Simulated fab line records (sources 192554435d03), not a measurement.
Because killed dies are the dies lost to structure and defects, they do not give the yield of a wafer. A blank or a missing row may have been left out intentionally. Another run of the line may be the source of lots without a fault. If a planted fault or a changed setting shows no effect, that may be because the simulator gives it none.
Struck lot and sound lot, side by side ; flow n5 finfet ; 39 steps out of a route of 1938
Sound: the wafers L867.2, L867.3, L867.5. Struck: wafers L884.4, L884.5. (L884.1 of the same lot was not struck and is left out.) The cause comes at the end.
Per side, at each step with rows, come the tool, then ch with its chambers, and then its first start. Under that, the readings that differ: sound wafers ; struck wafers ; difference of the means ; sigmas: that difference in standard deviations of wafers without a fault.
alike: readings with means less than 2 such deviations apart, plus words and numbers identical on both sides. not compared: withheld readings, readings lacking a value on some wafer, bounds such as >300 that could conceal the same value, and numbers that have no deviation in the record and whose values overlap.
A row with sigmas, a row that says differs or no value, or rows on one side alone: a step with any of these is where the two part. Numbers that don't overlap but have no deviation are shown without sigmas and don't part them. A reading that every wafer of one side lacks parts them only if that side has two wafers or more.

first, 12 steps without rows for these wafers: N5_SD_EPI_N_ETCH_35 (etches SOC in N2/H2, overetch 108 nm, time 486 s); N5_SD_EPI_N_STRIP_36 (strips in N2/H2); N5_SD_EPI_N_ETCHBACK_44 (etches SiNx in CH3F/O2, stops on SiO2, target depth 14.5 nm); N5_SD_EPI_N_ETCH_45 (etches SiOCN in CH3F/O2, target depth 6 nm); N5_SD_EPI_N_ETCH_16 (etches SiO2 in CHF3/O2, target depth 5 nm); N5_SD_EPI_N_STRIP_47 (strips in CHF3/O2); N5_SD_EPI_N_SD_RECESS_17 (chemistry HBr/Cl2/O2, target depth 41 nm, time 23.7 s, bt time 3 s); N5_SD_EPI_N_STRIP_38 (strips in N2/H2); N5_SD_EPI_N_WET_ETCH_43 (etches SiO2 in dHF, time 14 s, target depth 1.5 nm); N5_SD_EPI_N_STRIP_18 (strips in SPM, time 750 s); N5_SD_EPI_N_SRD_20 (time 30 s); N5_SD_EPI_N_PRECLEAN_48 (cleans in NF3:NH3, afs cycles 2, time 20 s, sublimation time 60 s).
N5_SD_EPI_N_VAPOR_ETCH_50: etches Si in HCl, time 54 s.
  sound on epi rpcvd-04 ch 0, day 4 02:41; struck on epi rpcvd-02 ch 0, day 8 09:36
  alike: throttle valve pct
then, 24 steps without rows for these wafers: N5_SD_EPI_N_EPI_21 (deposits Si:P, time 690 s); N5_SD_EPI_N_PRECLEAN_24 (cleans in O3/DIW, time 60 s); N5_SD_EPI_N_SRD_25 (time 30 s); N5_SD_EPI_N_PRECLEAN_49 (cleans in NF3:NH3, afs cycles 1, time 20 s, sublimation time 60 s); N5_SD_EPI_N_LINER_46 (material SiNx, target thk 3 nm); N5_SD_EPI_P_COAT_34 (time 60 s, resist thk 350 nm); N5_SD_EPI_P_COAT_35 (time 60 s, resist thk 35 nm); N5_SD_EPI_P_COAT_03 (resist thk 150 nm); N5_SD_EPI_P_EBR_05; N5_SD_EPI_P_SOFTBAKE_04 (time 60 s); N5_SD_EPI_P_EXPOSE_06 (exposes mask SD P BLK, target cd 240 nm); N5_SD_EPI_P_PEB_07 (peb time 60 s); N5_SD_EPI_P_DEVELOP_08 (develop time 30 s); N5_SD_EPI_P_DESCUM_14 (chemistry O2, time 7.9 s); N5_SD_EPI_P_ETCH_36 (etches SiARC in CF4, target depth 45.5 nm, time 75.8 s); N5_SD_EPI_P_ETCH_37 (etches SOC in N2/H2, overetch 108 nm, time 486 s); N5_SD_EPI_P_STRIP_38 (strips in N2/H2); N5_SD_EPI_P_ETCHBACK_46 (etches SiNx in CH3F/O2, stops on SiO2, target depth 17.5 nm); N5_SD_EPI_P_ETCH_47 (etches SiOCN in CH3F/O2, target depth 25 nm); N5_SD_EPI_P_ETCH_16 (etches SiO2 in CHF3/O2, target depth 5 nm); N5_SD_EPI_P_STRIP_50 (strips in CHF3/O2); N5_SD_EPI_P_SD_RECESS_17 (chemistry HBr/Cl2/O2, target depth 39.1 nm, bt time 3 s); N5_SD_EPI_P_WET_ETCH_45 (etches SiO2 in dHF, time 10.7 s, target depth 2 nm, rinse time 30 s); N5_SD_EPI_P_STRIP_40 (strips in N2/H2).
-- the record jumps here: 5 days lie between the struck wafers' starts before and after (it left off in module SD_EPI_P and takes up again in module BEOL_M4, whose first step shown is number 1111 of the route) --
N5_BEOL_M4_RC_MEAS_101:
  sound on prober-01 ch 0, day 8 21:38; struck on prober-02 ch 0, day 13 03:29
reading;sound;struck;difference;sigmas
IOFF_N_85C (nA/um);3.3 3.3 3.3;4.4 3.8;+0.8;+2
IOFF_P (nA/um);0.231 0.224 0.215;0.185 0.148;-0.057;-2
ION_N (uA/um);678 679 675;712 692;+25;+2
REXT_N (ohm.um);75.8 75.1 75.8;67.8 67.5;-7.9;-5
  alike: DIBL_N, DIBL_P, IOFF_N, IOFF_N_LIN, ION_P, SS_N, SS_P, VT_N, VT_P
-- record jumps: 5 days separate the struck wafers' starts on either side; left off in module BEOL_M4, taken up again in module PASSIVATION, whose first shown step is the route's number 1936 --
N5_PASSIVATION_PROBE_49:
  sound on prober-02, day 12 17:22; struck on prober-01, day 17 18:31
reading;sound;struck;difference;sigmas
killed at front end;60 50 63;43 24;-24;-2
  alike: defect limited yield, killed_at_M0_to_M3, killed_at_M4_up, killed at contacts, killed at other, killed dies, killed open, killed short, sort_bin_5_function, sort_bin_6_memory, sort n pass, sort yield pct
  not compared: sort_bin_4_leakage

WHERE THEY PART
At N5_BEOL_M4_RC_MEAS_101 first; at N5_PASSIVATION_PROBE_49 last (within this record only).

WHY: whatever the simulator had introduced
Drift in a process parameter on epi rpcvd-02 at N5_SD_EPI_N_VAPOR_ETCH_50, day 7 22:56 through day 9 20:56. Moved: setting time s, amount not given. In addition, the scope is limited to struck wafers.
